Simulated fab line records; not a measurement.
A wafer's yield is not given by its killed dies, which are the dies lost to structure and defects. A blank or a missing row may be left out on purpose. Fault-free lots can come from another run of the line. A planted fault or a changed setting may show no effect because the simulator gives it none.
Chamber matching + flow nand_harc + 4 sister chambers for NHARC_A_STAIRCASE_ETCH_444 on rie_diel-12
The step etches the open film in C4F8/O2, target depth 20400 nm, time 6800 s. 8 wafers are shown with their chamber, then 7 later ones without.

== WAFERS, EACH WITH ITS CHAMBER ==
| wafer  | chamber | rf_vpp_V (V) | oes_product_au (a.u.) |
|--------|---------|--------------|-----------------------|
| L161.5 | 0       | 798          | 0.981                 |
| L162.1 | 1       | 803          | 0.918                 |
| L162.5 | 3       | 803          | 0.931                 |
| L164.2 | 3       | 804          | 0.930                 |
| L164.3 | 0       | 800          | 0.933                 |
| L164.4 | 2       | 805          | 0.924                 |
| L173.1 | 1       | 802          | 0.921                 |
| L173.3 | 2       | 805          | 0.932                 |

== WAFERS WITH NO CHAMBER GIVEN ==
| wafer  | rf_vpp_V (V) | oes_product_au (a.u.) |
|--------|--------------|-----------------------|
| L173.5 | 800          | 0.914                 |
| L174.4 | 802          | 0.992                 |
| L174.1 | 802          | 0.982                 |
| L174.5 | 803          | 0.992                 |
| L176.1 | 803          | 0.983                 |
| L176.2 | 815          | 0.959                 |
| L176.3 | 803          | 0.962                 |

== WHICH CHAMBER EACH ONE RAN IN ==
| wafer  | from the rows above               | in truth |
|--------|-----------------------------------|----------|
| L173.5 | can't be placed: 0 or 1 or 3      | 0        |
| L174.4 | can't be placed: 3 or 0 or 1 or 2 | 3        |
| L174.1 | can't be placed: 3 or 1 or 0 or 2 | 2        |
| L174.5 | can't be placed: 3 or 1 or 2 or 0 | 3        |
| L176.1 | can't be placed: 3 or 1 or 2 or 0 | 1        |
| L176.2 | can't be placed: 2 or 3           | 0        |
| L176.3 | can't be placed: 3 or 1 or 2      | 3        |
Correct placement for 0 of the 7. From these rows, 7 cannot be placed; in 6 the true chamber is one of the candidates. Number placed wrongly: 0.
How it was worked out, from the rows above alone: a wafer's distance from a chamber is the root of the sum, over the readings, of the square of ((its reading less the chamber's mean) divided by the reading's scatter). The wafer belongs to the nearest chamber; if the next one is less than 2 further off, it can't be placed. A chamber's mean is the mean of its shown wafers. How the scatter is found: for the shown wafers, subtract from each reading the mean of its chamber, square and add these, divide the total by (wafers less chambers), then take the root.
